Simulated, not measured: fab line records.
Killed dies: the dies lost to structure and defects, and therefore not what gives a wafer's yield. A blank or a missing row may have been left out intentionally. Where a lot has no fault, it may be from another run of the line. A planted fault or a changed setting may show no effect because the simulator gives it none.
What tool caused it? -- flow n5Finfet -- 26 wafers from 9 lots sampled at 8 of the route's 1938 steps

## WHAT THE GAUGES READ, wafer by wafer
N5_BEOL_M0_SAQP_INSPECT_16: inspects for defects (brightfield). Usual: rawDefectCount reads 513 (standard deviation 150).
lot,measured,on,rawDefectCount,flag
L722,day 5 17:58,defectInspect-01,557 581 623,
L723,day 5 22:50,defectInspect-01,619 1009 825,
L728,day 7 06:31,defectInspect-01,474 1053 297,
L734,day 8 15:47,defectInspect-01,626 518 516,
L737,day 9 11:40,defectInspect-02,290 345 233,
L741,day 10 20:12,defectInspect-01,835 863 757,
L742,day 10 20:28,defectInspect-01,816 571 534,
L743,day 11 02:25,defectInspect-01,437 568 408,
L744,day 11 10:45,defectInspect-02,820 645,

N5_BEOL_M0_SAQP_INSPECT_42: inspects for defects (brightfield). Usual: rawDefectCount reads 320 (standard deviation 100).
lot,measured,on,rawDefectCount,flag
L722,day 5 22:26,defectInspect-02,404 312 224,
L723,day 6 03:35,defectInspect-02,370 345 269,
L728,day 7 11:53,defectInspect-01,433 902 285,
L734,day 8 23:03,defectInspect-02,263 219 219,
L737,day 9 16:04,defectInspect-02,282 278 246,
L741,day 11 02:27,defectInspect-01,533 396 389,
L742,day 11 02:55,defectInspect-01,723 444 438,
L743,day 11 06:46,defectInspect-01,364 290 256,
L744,day 11 14:50,defectInspect-02,259 286,

N5_BEOL_M0_CUTY_INSPECT_59: inspects for defects (macro). Usual: rawDefectCount reads 2.2 (standard deviation 1.4).
lot,measured,on,rawDefectCount,flag
L722,day 5 23:43,defectInspect-01,4 3 2,
L723,day 6 05:01,defectInspect-02,4 3 2,
L728,day 7 13:16,defectInspect-02,1 >300 1,
L734,day 9 00:26,defectInspect-02,1 0 1,
L737,day 9 17:50,defectInspect-01,4 3 4,
L741,day 11 04:04,defectInspect-01,0 4 1,
L742,day 11 04:23,defectInspect-01,3 6 1,
L743,day 11 08:10,defectInspect-01,0 3 4,
L744,day 11 16:14,defectInspect-02,5 0,

N5_BEOL_M4_RC_MEAS_101. Usual: DIBL_N 36.8 mV/V, standard deviation 2.2; DIBL_P 37.0 mV/V, standard deviation 2.8; IOFF_N 0.18 nA/um, standard deviation 0.043; IOFF_P 0.23 nA/um, standard deviation 0.05; ION_N 680 uA/um, standard deviation 14; ION_P 466 uA/um, standard deviation 9.1; SS_N 71.7 mV/dec, standard deviation 0.74; SS_P 73.5 mV/dec, standard deviation 0.79; VT_N 248 mV, standard deviation 4; VT_P -249 mV, standard deviation 4.1.
lot,measured,on,DIBL_N (mV/V),DIBL_P (mV/V),IOFF_N (nA/um),IOFF_P (nA/um),ION_N (uA/um),ION_P (uA/um),SS_N (mV/dec),SS_P (mV/dec),VT_N (mV),VT_P (mV),flag
L722,day 8 09:34,prober-02,37.8 34.9 38.9,36.7 33.9 38.6,0.16 0.13 0.19,0.19 0.17 0.23,666 677 688,450 462 463,71.9 69.7 71.8,73.9 73.0 73.7,249 252 248,-254 -255 -251,
L723,day 8 01:04,prober-01,39.6 35.4 37.8,41.3 36.2 39.6,0.29 0.17 0.23,0.36 0.22 0.32,715 691 696,484 470 480,72.7 71.5 72.1,74.8 73.3 74.0,238 247 243,-241 -246 -242,
L728,day 9 11:29,prober-02,37.2 34.5 38.6,36.0 33.0 38.7,0.17 0.13 0.20,0.22 0.18 0.26,678 658 677,465 457 469,72.8 71.3 72.6,73.9 72.6 73.6,248 250 246,-248 -250 -246,
L734,day 11 07:29,prober-02,36.1 35.9 37.0,36.5 35.4 37.1,0.15 0.16 0.17,0.20 0.20 0.23,674 684 683,462 460 463,71.9 71.3 71.3,73.4 73.3 73.4,251 248 248,-251 -251 -248,
L737,day 11 15:13,prober-02,38.0 38.0 34.9,35.6 37.6 31.6,0.16 0.18 0.12,0.18 0.21 0.13,675 678 662,453 454 448,71.6 72.3 71.6,73.2 73.6 72.1,249 249 254,-254 -251 -256,
L741,day 13 05:25,prober-02,38.8 37.5 37.8,40.2 39.5 38.9,0.22 0.20 0.18,0.29 0.29 0.25,696 696 679,472 480 466,72.0 72.4 72.2,74.7 74.3 74.3,247 245 249,-244 -244 -245,
L742,day 13 03:29,prober-01,37.4 39.8 38.5,36.0 41.2 37.6,0.18 0.25 0.21,0.20 0.31 0.23,687 707 683,459 480 460,71.9 73.3 72.8,73.4 74.3 73.8,249 244 247,-252 -249 -250,
L743,day 13 10:34,prober-01,33.4 37.3 35.5,34.3 39.2 37.2,0.12 0.20 0.15,0.17 0.25 0.22,671 687 670,460 468 466,70.6 71.6 71.4,73.1 73.7 73.1,256 246 251,-255 -250 -250,
L744,day 13 11:31,prober-02,36.7 37.7,37.9 40.2,0.20 0.22,0.26 0.31,686 701,474 487,72.2 72.3,73.6 74.8,243 242,-244 -241,

## WHAT TOOL EACH LOT RAN ON (gives the tool, then ch and the chambers of the sampled wafers, and finally the start)
lot,N5_MOL_CONTACT_COAG_STRIP_49,N5_BEOL_M0_SAQP_PECVD_00,N5_BEOL_M0_SAQP_ILD_DEP_01,N5_BEOL_M0_SAQP_PECVD_04
L722,"plasmaAsher-02 ch 0,1, day 5 10:42","pecvd-01 ch 1,2, day 5 16:52","pecvd-01 ch 1,2, day 5 16:54","pecvd-02 ch 0,2, day 5 17:27"
L723,"plasmaAsher-02 ch 0,1, day 5 17:19","pecvd-04 ch 0,2, day 5 21:35","pecvd-04 ch 0,2, day 5 21:37","pecvd-04 ch 1,2, day 5 22:20"
L728,"plasmaAsher-01 ch 0,1, day 6 21:49","pecvd-02 ch 0,1, day 7 04:26","pecvd-02 ch 0,1, day 7 04:28","pecvd-04 ch 0,1,2, day 7 06:01"
L734,"plasmaAsher-01 ch 0,1, day 8 10:06","pecvd-04 ch 1,2, day 8 14:23","pecvd-04 ch 1,2, day 8 14:24","pecvd-01 ch 0,1,2, day 8 15:17"
L737,"plasmaAsher-02 ch 0,1, day 9 04:59","pecvd-01 ch 1,2, day 9 09:16","pecvd-01 ch 1,2, day 9 09:18","pecvd-01 ch 1,2, day 9 11:02"
L741,"plasmaAsher-01 ch 0,1, day 10 07:03","pecvd-02 ch 0,1, day 10 18:38","pecvd-02 ch 0,1, day 10 18:40","pecvd-04 ch 0,1, day 10 19:34"
L742,"plasmaAsher-02 ch 0,1, day 10 07:49","pecvd-02 ch 0,1, day 10 18:56","pecvd-02 ch 0,1, day 10 18:58","pecvd-02 ch 1,2, day 10 19:49"
L743,"plasmaAsher-01 ch 0,1, day 10 21:02","pecvd-01 ch 1,2, day 11 01:19","pecvd-01 ch 1,2, day 11 01:20","pecvd-02 ch 1,2, day 11 01:54"
L744,"plasmaAsher-01 ch 0,1, day 11 05:20","pecvd-02 ch 0,1, day 11 09:35","pecvd-02 ch 0,1, day 11 09:36","pecvd-01 ch 1,2, day 11 10:09"
- N5_MOL_CONTACT_COAG_STRIP_49: strips in N2/H2, time 30 s.
- N5_BEOL_M0_SAQP_PECVD_00: deposits SiCN from 3MS/NH3, target thk 8 nm, time 14 s.
- N5_BEOL_M0_SAQP_ILD_DEP_01: deposits SiOC from DEMS/O2, target thk 45.419 nm, time 8.7 s.
- N5_BEOL_M0_SAQP_PECVD_04: deposits a-Si from SiH4/He, target thk 60 nm, time 60.2 s.

## WHAT THE TOOLS THEMSELVES READ (means of the sampled wafers that have a number; where no wafer has one, the mark that the record gives instead)
N5_MOL_CONTACT_COAG_STRIP_49. Usual: drypumpMotorCurrentA 5.67 A, standard deviation 0.057; h2FlowSccm 3253 sccm, standard deviation 8.3; heaterPowerW 341 W, standard deviation 22; n2FlowSccm 1750 sccm, standard deviation 5.3.
lot,tool,drypumpMotorCurrentA (A),h2FlowSccm (sccm),heaterPowerW (W),n2FlowSccm (sccm),flag
L722,plasmaAsher-02,5.75,3251,365,1754,
L723,plasmaAsher-02,5.74,3249,366,1743,
L728,plasmaAsher-01,5.61,3252,322,1744,
L734,plasmaAsher-01,5.63,3255,319,1748,
L737,plasmaAsher-02,5.70,3255,365,1753,
L741,plasmaAsher-01,5.63,3251,320,1748,
L742,plasmaAsher-02,5.73,3247,362,1756,
L743,plasmaAsher-01,5.63,3245,317,1757,
L744,plasmaAsher-01,5.61,3249,322,1746,

N5_BEOL_M0_SAQP_PECVD_00. Usual: showerheadPlenumPTorr 3.667 Torr, standard deviation 0.015; throttleValvePct 9.2 %, standard deviation 0.43.
lot,tool,showerheadPlenumPTorr (Torr),throttleValvePct (%),flag
L722,pecvd-01,3.671,8.9,
L723,pecvd-04,3.670,9.4,
L728,pecvd-02,3.685,9.4,
L734,pecvd-04,3.665,8.9,
L737,pecvd-01,3.668,9.0,
L741,pecvd-02,3.679,9.5,
L742,pecvd-02,3.683,9.5,
L743,pecvd-01,3.663,9.1,
L744,pecvd-02,3.671,9.4,

N5_BEOL_M0_SAQP_ILD_DEP_01. Usual: heaterPowerW 476 W, standard deviation 60; showerheadPlenumPTorr 5.698 Torr, standard deviation 0.017; throttleValvePct 12.2 %, standard deviation 0.56.
lot,tool,heaterPowerW (W),showerheadPlenumPTorr (Torr),throttleValvePct (%),flag
L722,pecvd-01,480,5.696,11.7,
L723,pecvd-04,414,5.700,12.3,
L728,pecvd-02,450,5.707,12.5,
L734,pecvd-04,432,5.702,11.8,
L737,pecvd-01,524,5.702,12.0,
L741,pecvd-02,481,5.709,12.5,
L742,pecvd-02,418,5.707,12.4,
L743,pecvd-01,501,5.700,12.0,
L744,pecvd-02,492,5.709,12.5,

N5_BEOL_M0_SAQP_PECVD_04. Usual: heaterPowerW 613 W, standard deviation 70; showerheadPlenumPTorr 5.68 Torr, standard deviation 0.048; throttleValvePct 18.5 %, standard deviation 0.89.
lot,tool,heaterPowerW (W),showerheadPlenumPTorr (Torr),throttleValvePct (%),flag
L722,pecvd-02,562,5.62,18.4,
L723,pecvd-04,537,5.67,18.6,
L728,pecvd-04,556,5.68,18.7,
L734,pecvd-01,706,5.70,18.5,
L737,pecvd-01,692,5.68,18.3,
L741,pecvd-04,591,5.68,19.3,
L742,pecvd-02,613,5.65,18.2,
L743,pecvd-02,598,5.64,18.1,
L744,pecvd-01,626,5.69,18.1,

## THE ANSWER, worked out from the rows above alone
Rule: take the mean of a lot's wafers that have a number; if it is more than 3 standard deviations from the usual mean, the lot is off. A lot without any number at a reading at which 4 lots or more have one is off too. Where the step has rows for the other lots, those lots are counted as sound. The gauges are gone through in route order, then the tools' own readings, and for those a lot's mean is taken as printed above. The first step at which some lot is off is used, and at that step the reading that is off furthest; a lot without a number counts as furthest.
None of the lots is off at any reading shown; this tells nothing.

## WHAT HAD BEEN PUT IN BY THE SIMULATOR
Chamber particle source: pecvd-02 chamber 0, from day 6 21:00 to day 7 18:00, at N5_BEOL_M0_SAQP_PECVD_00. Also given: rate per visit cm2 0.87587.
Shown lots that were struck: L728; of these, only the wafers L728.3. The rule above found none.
